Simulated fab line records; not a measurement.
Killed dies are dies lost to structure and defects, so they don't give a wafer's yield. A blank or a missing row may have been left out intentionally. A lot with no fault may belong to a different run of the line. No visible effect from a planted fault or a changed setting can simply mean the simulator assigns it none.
fab line records    flow nandHarc    part 1 of 2: steps 1 to 4 of 6
record: lots: 22  wafers: 66  lastDay: 33
route steps=1302 shown A_CHANNEL_FILL_D2@613 A_STAIRCASE@668
lots that met no fault: from a run of the same line without faults
startH: the number of hours between the record's first day and the start of the first shown wafer of the lot    waitH: hours since the lot's step before    " repeats the value in the row above    L1.1+2: a single row standing in for several wafers    - no value, or no start given    * or withheld: withheld    < > ~ a bound
route shown NAME@n: names a module that has steps shown in the file, with the first one's number in the route    usual: mean/standard deviation of fault-free wafers    same: alike in all rows    chamber/n: place in a boat    sites: readings site by site    _std_site: the values' standard deviation    _edge_site: the outer-site mean with the inner-site mean subtracted    radiusMm: how far each site lies from the wafer's centre    mask NAME#n: copy n    behind: the most recent tool/chamber to have shaped the wafer    hold: why the lot was held/for how many hours/how that ended    device: which transistor (n, p or np) failed to switch    end of line: the same wafers' tests at the end of the route    for a step that has no rows: nothing shown but its recipe    killed: dies lost to structure and defects at the first sort, not the wafer's yield    map: dies across one wafer; x = killed, . = not, _ = none there
set.NAME: the setting the step ran with; set.NAME@STEP: the setting that earlier step ran with    model.NAME: the simulator's own value behind a step, which no gauge read
steps of the route over a sample of lots; a table a step, a row a wafer
services: when a tool's chamber went out of use (startH, in hours from the record's first day, below 0 if earlier), for how many hours, and the reason
== steps ==
step: NHARC_A_CHANNEL_FILL_D2_ALD_03
recipe: targetThkA: 60  pulseTimeS: 60  aldCycles: 58  tempC: 630  pressureTorr: 2  material: SiNx
usual: chamberPressureTorr: 1.999/0.0047  precursorPulseHeightRel: 1.001/0.02
lot.wafer  tool            chamber  startH  waitH  chamberPressureTorr  precursorPulseHeightRel
L074.1     aldSinBatch-01  0        -       -      1.992                1.008
L074.2     "               0        "       "      1.995                0.984
L074.5     "               0        "       "      1.994                0.976
L075.2     aldSinBatch-01  0        -       -      2.008                1.016
L075.3     "               0        "       "      2.000                0.965
L075.5     "               0        "       "      2.006                1.006
L076.3     aldSinBatch-01  0        -       -      1.995                0.991
L076.5     "               0        "       "      1.988                0.982
L076.6     "               0        "       "      1.992                1.034
L077.3     aldSinBatch-01  0        -       -      1.994                0.993
L077.4     "               0        "       "      1.995                0.987
L077.5     "               0        "       "      1.999                1.029
L078.2     aldSinBatch-03  0        -       -      1.998                0.972
L078.3     "               0        "       "      1.997                0.992
L078.5     "               0        "       "      1.988                0.995
L079.1     aldSinBatch-03  0        -       -      2.005                0.998
L079.4     "               0        "       "      2.004                1.003
L079.6     "               0        "       "      2.001                0.993
L080.2     aldSinBatch-03  0        -       -      1.996                0.980
L080.4     "               0        "       "      1.999                1.027
L080.6     "               0        "       "      1.998                1.038
L081.1     aldSinBatch-03  0        -       -      1.996                1.018
L081.2     "               0        "       "      2.004                1.011
L081.3     "               0        "       "      2.001                0.994
L082.1     aldSinBatch-02  0        -       -      1.994                1.008
L082.3     "               0        "       "      1.998                0.976
L082.6     "               0        "       "      1.999                0.993
L083.3     aldSinBatch-01  0        -       -      2.003                0.992
L083.4     "               0        "       "      1.994                0.997
L083.5     "               0        "       "      1.999                1.000
L084.2     aldSinBatch-01  0        -       -      2.001                1.022
L084.5     "               0        "       "      2.001                1.033
L084.6     "               0        "       "      2.003                0.999
L086.1     aldSinBatch-01  0        -       -      1.998                1.028
L086.2     "               0        "       "      1.988                0.986
L086.5     "               0        "       "      2.001                1.027
L087.4     aldSinBatch-03  0        -       -      2.005                1.014
L087.5     "               0        "       "      1.992                0.988
L087.6     "               0        "       "      2.000                0.962
L088.2     aldSinBatch-03  0        -       -      1.994                1.009
L088.5     "               0        "       "      2.001                0.982
L088.6     "               0        "       "      1.993                1.012
L089.1     aldSinBatch-03  0        -       -      1.999                0.981
L089.2     "               0        "       "      1.996                0.990
L089.3     "               0        "       "      1.999                0.997
L090.1     aldSinBatch-01  0        -       -      2.003                0.982
L090.4     "               0        "       "      2.001                0.972
L090.5     "               0        "       "      1.991                1.005
L091.2     aldSinBatch-03  0        -       -      2.000                1.013
L091.4     "               0        "       "      1.997                0.986
L091.5     "               0        "       "      1.997                1.008
L092.1     aldSinBatch-02  0        -       -      2.001                1.003
L092.5     "               0        "       "      2.005                0.993
L092.6     "               0        "       "      2.006                1.021
L094.1     aldSinBatch-03  0        -       -      2.005                1.016
L094.2     "               0        "       "      2.002                0.977
L094.5     "               0        "       "      1.998                0.997
L095.1     aldSinBatch-02  0        -       -      2.005                1.047
L095.2     "               0        "       "      1.994                0.996
L095.5     "               0        "       "      1.998                1.005
L096.3     aldSinBatch-02  0        -       -      1.998                0.997
L096.5     "               0        "       "      1.996                0.974
L096.6     "               0        "       "      2.007                0.955
L097.1     aldSinBatch-02  0        -       -      2.006                0.995
L097.3     "               0        "       "      1.997                1.004
L097.6     "               0        "       "      2.002                1.036
step: NHARC_A_CHANNEL_FILL_D2_ETCHBACK_19
recipe: targetDepthA: 50  timeS: 1.7  hbrFlowSccm: 150  cl2FlowSccm: 50  rfW: 400  icpW: 400  biasW: 100  chemistry: HBr/Cl2
usual: drypumpMotorCurrentA: 5.9/0.38  oesProductAu: 1.002/0.011  rfFwdPowerW: 390.4/1.5  throttleValvePct: 26.405/0.0093
same: timeS: 1.7
lot.wafer  tool      chamber  startH  waitH  drypumpMotorCurrentA  oesProductAu  rfFwdPowerW  rfHoursCounterH  throttleValvePct
L075.3     rieSi-02  3        330.73  0.4    6.3                   1.012         389.7        0.28             26.400
L075.2     "         1        "       "      6.0                   1.015         390.2        0.35             26.410
L075.5     "         3        "       "      6.3                   0.994         389.5        -                26.392
L074.1     rieSi-06  3        330.73  0.4    5.7                   0.982         390.2        0.46             26.410
L074.2     "         0        "       "      5.4                   1.000         391.3        0.50             26.404
L074.5     "         3        "       "      5.7                   0.996         391.6        -                26.401
L076.3     rieSi-02  0        350.02  0.4    5.9                   1.011         389.6        0.34             26.390
L076.6     "         2        "       "      5.3                   0.990         388.5        -                26.406
L076.5     "         3        "       "      6.3                   0.993         391.9        -                26.395
L077.4     rieSi-06  3        359.32  0.4    5.7                   0.988         389.4        0.62             26.414
L077.3     "         1        "       "      5.4                   0.994         390.8        0.64             26.404
L077.5     "         2        "       "      6.1                   1.002         391.0        -                26.409
L079.1     rieSi-06  2        380.67  0.4    6.1                   0.999         390.9        0.69             26.398
L079.4     "         3        "       "      5.7                   0.997         390.2        0.78             26.404
L079.6     "         2        "       "      6.1                   1.003         389.2        -                26.424
L078.2     rieSi-03  2        380.67  0.4    6.0                   0.997         393.0        0.81             26.405
L078.3     "         3        "       "      6.4                   0.996         390.6        0.82             26.407
L078.5     "         2        "       "      6.1                   0.995         393.7        -                26.400
L080.2     rieSi-02  2        403.71  0.4    5.3                   0.985         388.7        0.74             26.401
L080.4     "         1        "       "      5.9                   1.017         389.6        0.84             26.421
L080.6     "         2        "       "      5.3                   0.994         390.4        -                26.398
L081.1     rieSi-02  3        403.78  0.4    6.2                   1.000         391.9        0.77             26.404
L081.2     "         1        "       "      6.0                   1.015         391.2        0.86             26.409
L081.3     "         2        "       "      5.3                   1.002         388.8        0.77             26.421
L082.1     rieSi-06  2        403.79  0.5    6.1                   1.008         389.8        0.93             26.394
L082.3     "         3        "       "      5.7                   0.994         390.0        0.98             26.426
L082.6     "         1        "       "      5.4                   0.993         390.4        -                26.395
L083.4     rieSi-02  1        421.02  0.4    5.9                   1.022         392.4        0.87             26.406
L083.3     "         2        "       "      5.3                   0.986         389.3        0.78             26.397
L083.5     "         0        "       "      6.0                   1.023         389.2        -                26.411
L084.2     rieSi-06  1        435.50  0.4    5.4                   1.004         388.7        0                26.412
L084.5     "         1        "       "      5.4                   0.994         389.5        -                26.396
L084.6     "         2        "       "      6.1                   1.005         388.9        -                26.396
L086.2     rieSi-02  2        435.51  0.4    5.3                   0.995         391.1        0.85             26.394
L086.1     "         3        "       "      6.3                   1.007         388.6        0.88             26.429
L086.5     "         2        "       "      5.3                   0.995         388.8        -                26.414
L087.4     rieSi-06  1        445.88  0.4    5.4                   1.007         391.1        0.12             26.398
L087.6     "         1        "       "      5.4                   1.014         391.8        -                26.399
L087.5     "         2        "       "      6.1                   1.007         390.5        -                26.410
L090.4     rieSi-02  3        474.33  0.4    6.3                   1.001         390.0        0.12             26.417
L090.1     "         0        "       "      6.0                   1.019         388.5        0.06             26.403
L090.5     "         0        "       "      6.0                   1.012         390.4        -                26.418
L089.1     rieSi-06  3        474.33  0.4    5.7                   0.989         391.7        0.23             26.406
L089.2     "         1        "       "      5.5                   0.997         389.2        0.30             26.385
L089.3     "         2        "       "      6.1                   1.006         389.0        0.30             26.410
L088.2     rieSi-03  1        474.37  0.4    6.7                   0.987         390.4        0.33             26.403
L088.6     "         2        "       "      6.1                   1.015         396.7        -                26.413
L088.5     "         3        "       "      6.4                   1.015         387.0        -                26.412
L091.2     rieSi-03  3        499.05  0.4    6.4                   1.017         390.1        0.54             26.408
L091.4     "         0        "       "      5.4                   1.007         390.0        0.51             26.405
L091.5     "         2        "       "      6.0                   1.009         392.3        -                26.399
L092.1     rieSi-06  0        515.61  0.4    5.4                   0.987         391.5        0.46             26.400
L092.6     "         3        "       "      5.7                   0.985         393.1        -                26.417
L092.5     "         0        "       "      5.4                   0.986         389.2        -                26.392
L094.2     rieSi-02  0        525.46  0.4    6.0                   1.016         390.4        0.34             26.411
L094.1     "         1        "       "      6.0                   1.018         389.3        0.38             26.413
L094.5     "         0        "       "      6.0                   1.007         391.8        -                26.404
L095.1     rieSi-06  1        538.19  0.4    5.5                   1.007         390.1        0.62             26.404
L095.2     "         0        "       "      5.4                   0.999         388.4        0.64             26.400
L095.5     "         1        "       "      5.4                   1.001         391.7        -                26.388
L097.3     rieSi-02  0        548.03  0.4    6.0                   1.003         390.3        0.42             26.407
L097.1     "         1        "       "      6.0                   1.015         389.8        0.58             26.415
L097.6     "         3        "       "      6.2                   1.008         391.2        -                26.386
L096.3     rieSi-03  1        548.06  0.4    6.7                   1.001         389.7        0.78             26.415
L096.6     "         2        "       "      6.0                   1.004         391.3        -                26.429
L096.5     "         3        "       "      6.4                   0.994         393.3        -                26.399
step: NHARC_A_STAIRCASE_TRIM_12
recipe: timeS: 211.2  o2FlowSccm: 500  arFlowSccm: 0  biasW: 0  chemistry: O2
usual: drypumpMotorCurrentA: 5.9/0.51  mfcArSccm: 0.010/0.012  oesProductAu: 1.000/0.0089  rfVppV: 57.6/0.89  showerheadPlenumPTorr: 3.43/0.074  throttleValvePct: 17.036/0.0083
same: timeS: 211.2
lot.wafer  tool        chamber  startH  waitH  drypumpMotorCurrentA  mfcArSccm  oesProductAu  rfHoursCounterH  rfVppV  showerheadPlenumPTorr  throttleValvePct
L075.3     rieDiel-08  3        358.64  0.1    6.1                   0.022      1.009         58               57.0    3.34                   17.031
L075.2     "           1        "       "      4.8                   0.026      1.011         53               58.2    3.48                   17.017
L075.5     "           3        "       "      6.1                   0.022      1.001         -                58.2    3.34                   17.047
L074.2     rieDiel-11  0        359.01  0.1    5.5                   0          1.002         27               58.2    3.55                   17.034
L074.1     "           1        "       "      5.9                   0          1.012         27               57.1    3.47                   17.027
L074.5     "           3        "       "      5.9                   0          1.019         -                57.0    3.45                   17.044
L076.3     rieDiel-11  1        377.44  0.1    5.9                   0          1.012         36               56.4    3.47                   17.031
L076.5     "           1        "       "      5.9                   0          1.003         -                57.4    3.47                   17.031
L076.6     "           2        "       "      6.3                   0          1.005         -                57.7    3.38                   17.032
L077.4     rieDiel-04  3        387.81  0.1    5.6                   0.007      0.993         6                56.6    3.35                   17.037
L077.3     "           1        "       "      5.8                   0          0.988         9                56.9    3.50                   17.034
L077.5     "           3        "       "      5.6                   0.007      0.997         -                57.7    3.35                   17.048
L079.1     rieDiel-08  1        410.68  0.1    4.8                   0.026      1.001         12               58.3    3.48                   17.021
L079.4     "           2        "       "      5.9                   0          0.986         9                57.8    3.49                   17.030
L079.6     "           1        "       "      4.8                   0.026      0.989         -                57.5    3.48                   17.031
L078.3     rieDiel-04  1        410.94  0.1    5.9                   0          1.003         15               55.9    3.50                   17.039
L078.2     "           2        "       "      6.6                   0.031      1.007         12               57.6    3.36                   17.049
L078.5     "           1        "       "      5.9                   0          1.011         -                57.6    3.50                   17.042
L080.2     rieDiel-11  3        430.17  0.1    5.9                   0          0.973         52               57.2    3.43                   17.046
L080.4     "           0        "       "      5.5                   0          0.987         50               57.9    3.53                   17.034
L080.6     "           2        "       "      6.4                   0          0.997         -                58.5    3.38                   17.033
L082.3     rieDiel-08  3        430.42  0.1    6.1                   0.022      1.008         12               57.6    3.34                   17.039
L082.1     "           1        "       "      4.8                   0.026      1.005         19               57.4    3.47                   17.030
L082.6     "           3        "       "      6.2                   0.022      1.007         -                57.0    3.34                   17.025
L081.3     rieDiel-08  2        430.75  0.1    5.9                   0          1.013         14               57.4    3.49                   17.034
L081.2     "           3        "       "      6.1                   0.022      1.011         12               57.1    3.34                   17.038
L081.1     "           0        "       "      5.3                   0          1.010         17               59.7    3.52                   17.043
L083.4     rieDiel-04  3        449.04  0.1    5.6                   0.007      0.993         22               58.9    3.34                   17.035
L083.3     "           1        "       "      5.9                   0          0.991         27               57.9    3.49                   17.045
L083.5     "           3        "       "      5.6                   0.007      0.989         -                57.9    3.34                   17.025
L086.2     rieDiel-08  0        461.24  0.1    5.3                   0          0.990         30               57.8    3.51                   17.039
L086.1     "           1        "       "      4.8                   0.026      0.991         33               58.8    3.46                   17.040
L086.5     "           0        "       "      5.3                   0          1.001         -                56.4    3.51                   17.039
L084.2     rieDiel-11  1        461.59  0.3    5.9                   0          0.992         10               58.1    3.45                   17.038
L084.6     "           2        "       "      6.4                   0          0.998         -                58.6    3.37                   17.028
L084.5     "           3        "       "      5.9                   0          0.999         -                56.8    3.43                   17.049
L087.4     rieDiel-11  1        472.71  0.1    5.8                   0          0.996         13               59.2    3.45                   17.037
L087.5     "           1        "       "      5.8                   0          1.006         -                57.5    3.45                   17.029
L087.6     "           2        "       "      6.4                   0          0.989         -                56.9    3.37                   17.042
L089.2     rieDiel-04  3        505.39  0.1    5.6                   0.007      0.999         36               58.9    3.33                   17.024
L089.3     "           0        "       "      6.4                   0.025      1.002         41               56.8    3.52                   17.045
L089.1     "           2        "       "      6.6                   0.031      1.004         39               55.4    3.35                   17.040
L090.1     rieDiel-08  3        505.81  0.1    6.1                   0.022      1.014         42               58.1    3.32                   17.043
L090.4     "           1        "       "      4.8                   0.026      1.002         49               58.4    3.46                   17.033
L090.5     "           0        "       "      5.3                   0          1.015         -                57.0    3.50                   17.033
L088.2     rieDiel-11  3        506.87  0.1    5.9                   0          0.997         29               58.7    3.42                   17.053
L088.5     "           2        "       "      6.4                   0          0.994         -                58.0    3.36                   17.035
L088.6     "           3        "       "      5.9                   0          0.998         -                57.6    3.42                   17.047
L091.4     rieDiel-08  3        528.27  0.5    6.1                   0.022      1.015         47               58.3    3.32                   17.006
L091.2     "           1        "       "      4.8                   0.026      0.995         55               58.7    3.45                   17.042
L091.5     "           0        "       "      5.3                   0          1.004         -                57.2    3.50                   17.026
L092.1     rieDiel-08  3        543.17  0.1    6.1                   0.022      1.006         53               58.3    3.31                   17.040
L092.5     "           0        "       "      5.3                   0          0.998         -                57.4    3.50                   17.038
L092.6     "           1        "       "      4.8                   0.026      0.975         -                56.7    3.45                   17.025
L094.1     rieDiel-04  0        552.59  0.2    6.5                   0.025      0.995         3                57.2    3.52                   17.025
L094.2     "           2        "       "      6.7                   0.031      0.992         3                57.6    3.34                   17.049
L094.5     "           0        "       "      6.5                   0.025      1.002         -                57.4    3.52                   17.040
L095.1     rieDiel-08  1        566.78  0.1    4.8                   0.026      0.997         2                59.4    3.45                   17.046
L095.2     "           3        "       "      6.2                   0.022      0.996         2                58.0    3.31                   17.043
L095.5     "           2        "       "      5.9                   0          0.999         -                56.7    3.46                   17.038
L097.3     rieDiel-04  2        574.87  0.1    6.7                   0.031      0.993         9                56.2    3.34                   17.049
L097.1     "           3        "       "      5.6                   0.007      1.003         10               57.6    3.32                   17.036
L097.6     "           2        "       "      6.6                   0.031      1.001         -                58.7    3.34                   17.047
L096.3     rieDiel-04  1        575.10  0.1    5.8                   0          0.995         8                57.1    3.47                   17.042
L096.6     "           2        "       "      6.6                   0.031      0.983         -                57.8    3.34                   17.038
L096.5     "           3        "       "      5.6                   0.007      1.001         -                56.7    3.32                   17.040
step: NHARC_A_STAIRCASE_ETCH_13
recipe: targetDepthA: 1000  timeS: 40.5  ionEnergyEv: 400  c4f8FlowSccm: 20  o2FlowSccm: 10  arFlowSccm: withheld  rfW: 600  biasW: 1000  chemistry: C4F8/O2
usual: oesProductAu: 0.945/0.015  rfFwdPowerW: 593.7/2.4  rfVppV: 892.4/2.8
same: timeS: 40.5
lot.wafer  tool        chamber  startH  waitH  oesProductAu  rfFwdPowerW  rfHoursCounterH  rfVppV
L075.3     rieDiel-08  1        -       -      0.949         593.6        53               893.4
L075.2     "           2        "       "      0.933         590.6        56               894.8
L075.5     "           1        "       "      0.943         595.4        -                895.1
L074.2     rieDiel-11  3        -       -      0.945         592.8        29               892.9
L074.1     "           1        "       "      0.963         596.8        27               893.6
L074.5     "           0        "       "      0.974         595.7        -                897.8
L076.3     rieDiel-11  3        -       -      0.954         590.3        38               890.8
L076.5     "           2        "       "      0.946         594.2        -                890.9
L076.6     "           3        "       "      0.947         593.7        -                891.8
L077.3     rieDiel-04  3        -       -      0.921         592.9        6                890.4
L077.4     "           1        "       "      0.921         594.8        9                894.8
L077.5     "           0        "       "      0.924         595.4        -                895.8
L079.4     rieDiel-08  2        -       -      0.969         590.7        9                895.5
L079.1     "           0        "       "      0.934         593.2        10               894.8
L079.6     "           1        "       "      0.947         598.0        -                894.1
L078.3     rieDiel-04  1        -       -      0.952         593.6        15               893.9
L078.2     "           0        "       "      0.959         591.9        17               895.6
L078.5     "           2        "       "      0.949         590.5        -                889.5
L080.4     rieDiel-11  2        -       -      0.948         598.7        53               890.7
L080.2     "           0        "       "      0.966         593.9        50               896.4
L080.6     "           3        "       "      0.971         592.2        -                892.1
L082.1     rieDiel-08  1        -       -      0.954         596.0        19               895.3
L082.3     "           2        "       "      0.963         591.6        14               894.6
L082.6     "           0        "       "      0.947         594.3        -                895.5
L081.1     rieDiel-08  3        -       -      0.946         593.3        12               888.8
L081.3     "           1        "       "      0.931         593.4        19               892.3
L081.2     "           2        "       "      0.932         590.0        14               895.0
L083.4     rieDiel-04  2        -       -      0.938         591.1        24               889.7
L083.3     "           1        "       "      0.934         595.1        27               894.9
L083.5     "           3        "       "      0.921         593.9        -                889.8
L086.1     rieDiel-08  3        -       -      0.986         589.7        26               886.7
L086.2     "           2        "       "      0.962         592.9        29               894.4
L086.5     "           3        "       "      0.986         589.8        -                888.3
L084.2     rieDiel-11  1        -       -      0.931         594.1        10               893.8
L084.6     "           3        "       "      0.941         595.3        -                892.4
L084.5     "           0        "       "      0.934         596.5        -                895.2
L087.4     rieDiel-11  1        -       -      0.944         595.7        13               891.7
L087.6     "           3        "       "      0.961         592.5        -                890.7
L087.5     "           0        "       "      0.959         595.8        -                896.4
L089.1     rieDiel-04  1        -       -      0.945         593.0        44               894.6
L089.3     "           2        "       "      0.961         593.3        39               889.9
L089.2     "           3        "       "      0.946         592.0        36               888.2
L090.4     rieDiel-08  0        -       -      0.956         595.3        46               894.9
L090.1     "           2        "       "      0.952         593.5        45               894.2
L090.5     "           3        "       "      0.964         589.2        -                890.3
L088.2     rieDiel-11  3        -       -      0.938         591.7        29               892.4
L088.6     "           1        "       "      0.958         597.0        -                893.4
L088.5     "           2        "       "      0.954         594.6        -                889.5
L091.2     rieDiel-08  0        -       -      0.913         596.1        52               895.7
L091.4     "           2        "       "      0.925         591.1        50               893.6
L091.5     "           0        "       "      0.921         596.8        -                893.1
L092.1     rieDiel-08  1        -       -      0.926         594.0        63               892.8
L092.6     "           2        "       "      0.922         589.2        -                895.3
L092.5     "           3        "       "      0.948         591.2        -                888.6
L094.2     rieDiel-04  0        -       -      0.929         598.2        3                895.9
L094.1     "           1        "       "      0.949         594.3        3                893.5
L094.5     "           3        "       "      0.938         593.4        -                887.3
L095.2     rieDiel-08  0        -       -      0.964         597.0        3                894.7
L095.1     "           3        "       "      0.952         593.7        2                887.3
L095.5     "           1        "       "      0.929         596.4        -                893.3
L097.1     rieDiel-04  1        -       -      0.960         595.9        8                893.5
L097.3     "           2        "       "      0.923         594.3        9                889.8
L097.6     "           3        "       "      0.935         591.7        -                887.6
L096.3     rieDiel-04  3        -       -      0.927         593.5        10               889.5
L096.6     "           1        "       "      0.948         596.1        -                894.2
L096.5     "           2        "       "      0.923         592.0        -                888.4
